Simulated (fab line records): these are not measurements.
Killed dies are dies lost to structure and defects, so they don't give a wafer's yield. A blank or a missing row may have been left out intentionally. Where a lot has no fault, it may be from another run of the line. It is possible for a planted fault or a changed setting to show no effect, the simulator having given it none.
Split-lot study || flow n5-finfet || 21 wafers read from 7 lots, route of 1938 steps

## THE SPLIT
At N5_BEOL_M15_DEP_53 (deposits SiCN from 3MS/NH3, target thk 50 nm, time 17.8 s), the setting time-s was moved away from the recipe's 17.8 s on 10 of the 21 wafers read, by -14.2% to +11.7%. The other wafers ran this setting at the recipe's value.

The split's own step is where the reading is taken.

## THE READING
SiCN_of_BEOL_M15_DEP_53.thk-nm (the simulator's own value, which no gauge read), in nm, at N5_BEOL_M15_DEP_53 (deposits SiCN from 3MS/NH3, target thk 50 nm, time 17.8 s). The file does not state a usual value for it. Here, 11 wafers ran the recipe; their average is 49.4 nm with a standard deviation of 0.48 nm.

{"wafer": "L076.3", "tool, chamber at the split": "pecvd-03, 1", "time-s as run, s": 15.28, "against the recipe": "-14.2%", "SiCN_of_BEOL_M15_DEP_53.thk-nm, nm": 42.8, "against lot-mates on the recipe": "no lot-mate on the recipe"}
{"wafer": "L076.4", "tool, chamber at the split": "pecvd-03, 2", "time-s as run, s": 15.28, "against the recipe": "-14.2%", "SiCN_of_BEOL_M15_DEP_53.thk-nm, nm": 43.4, "against lot-mates on the recipe": "no lot-mate on the recipe"}
{"wafer": "L076.6", "tool, chamber at the split": "pecvd-03, 1", "time-s as run, s": 15.28, "against the recipe": "-14.2%", "SiCN_of_BEOL_M15_DEP_53.thk-nm, nm": 42.6, "against lot-mates on the recipe": "no lot-mate on the recipe"}
{"wafer": "L080.1", "tool, chamber at the split": "pecvd-03, 0", "time-s as run, s": 19.88, "against the recipe": "+11.7%", "SiCN_of_BEOL_M15_DEP_53.thk-nm, nm": 54.6, "against lot-mates on the recipe": "+4.8"}
{"wafer": "L080.4", "tool, chamber at the split": "pecvd-03, 0", "time-s as run, s": 17.8, "against the recipe": "recipe", "SiCN_of_BEOL_M15_DEP_53.thk-nm, nm": 49.8, "against lot-mates on the recipe": "-"}
{"wafer": "L080.5", "tool, chamber at the split": "pecvd-03, 2", "time-s as run, s": 19.88, "against the recipe": "+11.7%", "SiCN_of_BEOL_M15_DEP_53.thk-nm, nm": 55.4, "against lot-mates on the recipe": "+5.6"}
{"wafer": "L077.1", "tool, chamber at the split": "pecvd-04, 0", "time-s as run, s": 17.8, "against the recipe": "recipe", "SiCN_of_BEOL_M15_DEP_53.thk-nm, nm": 48.8, "against lot-mates on the recipe": "-"}
{"wafer": "L077.2", "tool, chamber at the split": "pecvd-04, 2", "time-s as run, s": 17.8, "against the recipe": "recipe", "SiCN_of_BEOL_M15_DEP_53.thk-nm, nm": 48.6, "against lot-mates on the recipe": "-"}
{"wafer": "L077.6", "tool, chamber at the split": "pecvd-04, 2", "time-s as run, s": 17.8, "against the recipe": "recipe", "SiCN_of_BEOL_M15_DEP_53.thk-nm, nm": 49, "against lot-mates on the recipe": "-"}
{"wafer": "L079.2", "tool, chamber at the split": "pecvd-03, 0", "time-s as run, s": 17.8, "against the recipe": "recipe", "SiCN_of_BEOL_M15_DEP_53.thk-nm, nm": 49, "against lot-mates on the recipe": "-"}
{"wafer": "L079.4", "tool, chamber at the split": "pecvd-03, 1", "time-s as run, s": 17.8, "against the recipe": "recipe", "SiCN_of_BEOL_M15_DEP_53.thk-nm, nm": 50, "against lot-mates on the recipe": "-"}
{"wafer": "L079.6", "tool, chamber at the split": "pecvd-03, 0", "time-s as run, s": 17.8, "against the recipe": "recipe", "SiCN_of_BEOL_M15_DEP_53.thk-nm, nm": 49.8, "against lot-mates on the recipe": "-"}
{"wafer": "L081.2", "tool, chamber at the split": "pecvd-02, 2", "time-s as run, s": 17.8, "against the recipe": "recipe", "SiCN_of_BEOL_M15_DEP_53.thk-nm, nm": 50, "against lot-mates on the recipe": "-"}
{"wafer": "L081.3", "tool, chamber at the split": "pecvd-02, 0", "time-s as run, s": 17.8, "against the recipe": "recipe", "SiCN_of_BEOL_M15_DEP_53.thk-nm, nm": 49.4, "against lot-mates on the recipe": "-"}
{"wafer": "L081.6", "tool, chamber at the split": "pecvd-02, 2", "time-s as run, s": 17.8, "against the recipe": "recipe", "SiCN_of_BEOL_M15_DEP_53.thk-nm, nm": 49.8, "against lot-mates on the recipe": "-"}
{"wafer": "L084.2", "tool, chamber at the split": "pecvd-04, 0", "time-s as run, s": 17.04, "against the recipe": "-4.3%", "SiCN_of_BEOL_M15_DEP_53.thk-nm, nm": 46.8, "against lot-mates on the recipe": "no lot-mate on the recipe"}
{"wafer": "L084.4", "tool, chamber at the split": "pecvd-04, 0", "time-s as run, s": 17.04, "against the recipe": "-4.3%", "SiCN_of_BEOL_M15_DEP_53.thk-nm, nm": 48.4, "against lot-mates on the recipe": "no lot-mate on the recipe"}
{"wafer": "L084.6", "tool, chamber at the split": "pecvd-04, 1", "time-s as run, s": 17.04, "against the recipe": "-4.3%", "SiCN_of_BEOL_M15_DEP_53.thk-nm, nm": 47.8, "against lot-mates on the recipe": "no lot-mate on the recipe"}
{"wafer": "L085.1", "tool, chamber at the split": "pecvd-04, 0", "time-s as run, s": 16.55, "against the recipe": "-7.0%", "SiCN_of_BEOL_M15_DEP_53.thk-nm, nm": 46.2, "against lot-mates on the recipe": -3.2}
{"wafer": "L085.3", "tool, chamber at the split": "pecvd-04, 1", "time-s as run, s": 16.55, "against the recipe": "-7.0%", "SiCN_of_BEOL_M15_DEP_53.thk-nm, nm": 47, "against lot-mates on the recipe": -2.4}
{"wafer": "L085.6", "tool, chamber at the split": "pecvd-04, 2", "time-s as run, s": 17.8, "against the recipe": "recipe", "SiCN_of_BEOL_M15_DEP_53.thk-nm, nm": 49.4, "against lot-mates on the recipe": "-"}

FIT RESULTS
A straight line over all 21 wafers: SiCN_of_BEOL_M15_DEP_53.thk-nm changes by +0.459 nm for each +1% of time-s; r = +0.99; the points scatter about the line by 0.52 nm.
The same after taking each lot's own level away (the mean of its wafers on the recipe; 15 wafers): +0.431 nm for each +1%; r = +0.99; scatter 0.35 nm.
That fit puts the effect of the largest move of time-s on the reading at 6.1 nm.
The lots' own levels span 48.80 to 49.80 nm, that is 2.1 times the standard deviation above.
Hence the lot-to-lot level has little effect on the slope; both slopes agree.
Check: +5.29 nm against its lot-mates is what the line predicts for one of the wafers moved furthest among these (+11.7%) when that wafer is left out of the fit. Against them it came out at +4.8 nm.

## FURTHER SPLITS ON THESE WAFERS
Other splits were also applied to these wafers ahead of the reading. Each is held against what the fit with the lots' levels taken away leaves over:
{"other split on the same wafers": "N5_BEOL_M12_SPUTTER_45 time-s", "wafers away from the commonest value": 10, "r with SiCN_of_BEOL_M15_DEP_53.thk-nm (lot level and that fit taken away)": -0.54}
{"other split on the same wafers": "N5_BEOL_M13_SPUTTER_43 time-s", "wafers away from the commonest value": 11, "r with SiCN_of_BEOL_M15_DEP_53.thk-nm (lot level and that fit taken away)": "+0.42"}
{"other split on the same wafers": "N5_BEOL_M15_PEB_26 peb-time-s", "wafers away from the commonest value": 9, "r with SiCN_of_BEOL_M15_DEP_53.thk-nm (lot level and that fit taken away)": "+0.23"}

## THE FILE'S OWN FIT
SiCN_of_BEOL_M15_DEP_53.thk-nm changes by +0.433 nm for each +1% of time-s, r = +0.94.
